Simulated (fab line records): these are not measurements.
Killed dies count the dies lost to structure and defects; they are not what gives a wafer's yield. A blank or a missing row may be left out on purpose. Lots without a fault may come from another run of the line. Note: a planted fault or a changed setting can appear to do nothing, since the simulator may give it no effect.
A lot that was struck, set against a sound lot / flow n5_finfet / 17 steps out of a route of 1938
Sound: these wafers, L753.1, L753.2, L753.6. Struck: wafer L764.4; the same lot's L764.1 was not struck, so it is left out; see the end for the cause.
Each step with rows lists, per side, the tool, then ch with its chambers, then its first start. Under that, the readings that differ: sound wafers / struck wafers / difference of the means / sigmas: that difference in standard deviations of wafers without a fault.
alike: readings whose means differ by less than 2 such deviations, and words and numbers that are the same on both sides. not compared: withheld readings, readings that some wafer has no value for, bounds like >300 that may hide the same value, and numbers for which the record gives no deviation and whose values overlap.
The two part at a step that has a row with sigmas, a row that says differs or no value, or rows on one side only. Numbers that have no deviation but don't overlap get no sigmas and don't part them. A reading that every wafer of one side lacks parts them only if that side has two wafers or more.

N5_FIN_SAQP_THK_MEAS_05:
  struck on film_metro-01, day 5 03:03; sound on film_metro-02, day 2 08:52
  alike: thk_nm
N5_FIN_SAQP_PECVD_47: deposits a-Si from SiH4/He, target thk 45 nm, time 36.3 s.
  sound on pecvd-02 ch 0,1, day 2 08:54; struck on pecvd-03 ch 1, day 5 03:05
  alike: heater_power_w, showerhead_plenum_p_Torr, throttle_valve_pct
N5_FIN_SAQP_PECVD_48: deposits SiNx from SiH4/NH3/N2, target thk 25 nm, time 22.1 s.
  sound on pecvd-02 ch 0,1, day 2 08:57; struck on pecvd-03 ch 1, day 5 03:08
  alike: heater_power_w, showerhead_plenum_p_Torr, throttle_valve_pct
N5_FIN_SAQP_PECVD_06: deposits a-Si from SiH4/He, target thk 60 nm, time 48.1 s.
  sound on pecvd-02 ch 0,1, day 2 08:59; struck on pecvd-03 ch 1, day 5 03:10
  alike: heater_power_w, showerhead_plenum_p_Torr, throttle_valve_pct
N5_FIN_SAQP_THK_MEAS_07:
  struck on film_metro-01, day 5 03:16; sound on film_metro-02, day 2 09:04
  alike: thk_nm
N5_FIN_SAQP_HM_DEP_72: deposits SiO2 from SiH4/N2O, target thk 12 nm, time 7.2 s.
  sound on pecvd-03 ch 0,1,2, day 2 09:07; struck on pecvd-02 ch 2, day 5 03:17
  alike: heater_power_w, showerhead_plenum_p_Torr
then, 6 steps without rows for these wafers: N5_FIN_SAQP_COAT_49 (time 60 s, resist thk 100 nm); N5_FIN_SAQP_COAT_50 (time 60 s, resist thk 35 nm); N5_FIN_SAQP_COAT_10 (resist thk 90 nm); N5_FIN_SAQP_EBR_12; N5_FIN_SAQP_SOFTBAKE_11 (time 60 s); N5_FIN_SAQP_EXPOSE_13 (exposes mask FIN CORE, target cd 35.6 nm).
N5_FIN_SAQP_PEB_14: peb time 60 s.
  sound on litho_track-01 ch 0, day 2 09:29; struck on litho_track-05 ch 0, day 5 03:33
then, 1 step without rows for these wafers: N5_FIN_SAQP_DEVELOP_15 (develop time 30 s).
N5_FIN_SAQP_CD_MEAS_16: target cd 35.6 nm.
  sound on cd_sem-02 ch 0, day 2 09:34; struck on cd_sem-01 ch 0, day 5 03:37
reading=cd_nm (nm); sound=35.8 35.4 36.0; struck=37.2; difference=+1.5; sigmas=+4
N5_FIN_SAQP_OVL_MEAS_17:
  sound on overlay-01 ch 0, day 2 09:36; struck on overlay-02 ch 0, day 5 03:40
  alike: FIN_CORE_OVL
-- the record jumps here: 6 days lie between the struck wafers' starts before and after (it left off in module FIN_SAQP and takes up again in module BEOL_M4, whose first step shown is number 1111 of the route) --
N5_BEOL_M4_RC_MEAS_101:
  sound on prober-01 ch 0, day 8 12:35; struck on prober-02 ch 0, day 11 07:26
reading=ION_N (uA/um); sound=670 672 666; struck=699; difference=+30; sigmas=+3
reading=ION_P (uA/um); sound=455 451 450; struck=468; difference=+16; sigmas=+2
reading=SS_P (mV/dec); sound=73.0 73.1 73.4; struck=74.9; difference=+1.7; sigmas=+3
  alike: DIBL_N, DIBL_P, IOFF_N, IOFF_P, SS_N, VT_N, VT_P

WHERE THEY PART
Earliest at N5_FIN_SAQP_CD_MEAS_16; latest, in this record, at N5_BEOL_M4_RC_MEAS_101.

WHY: the cause the simulator had injected
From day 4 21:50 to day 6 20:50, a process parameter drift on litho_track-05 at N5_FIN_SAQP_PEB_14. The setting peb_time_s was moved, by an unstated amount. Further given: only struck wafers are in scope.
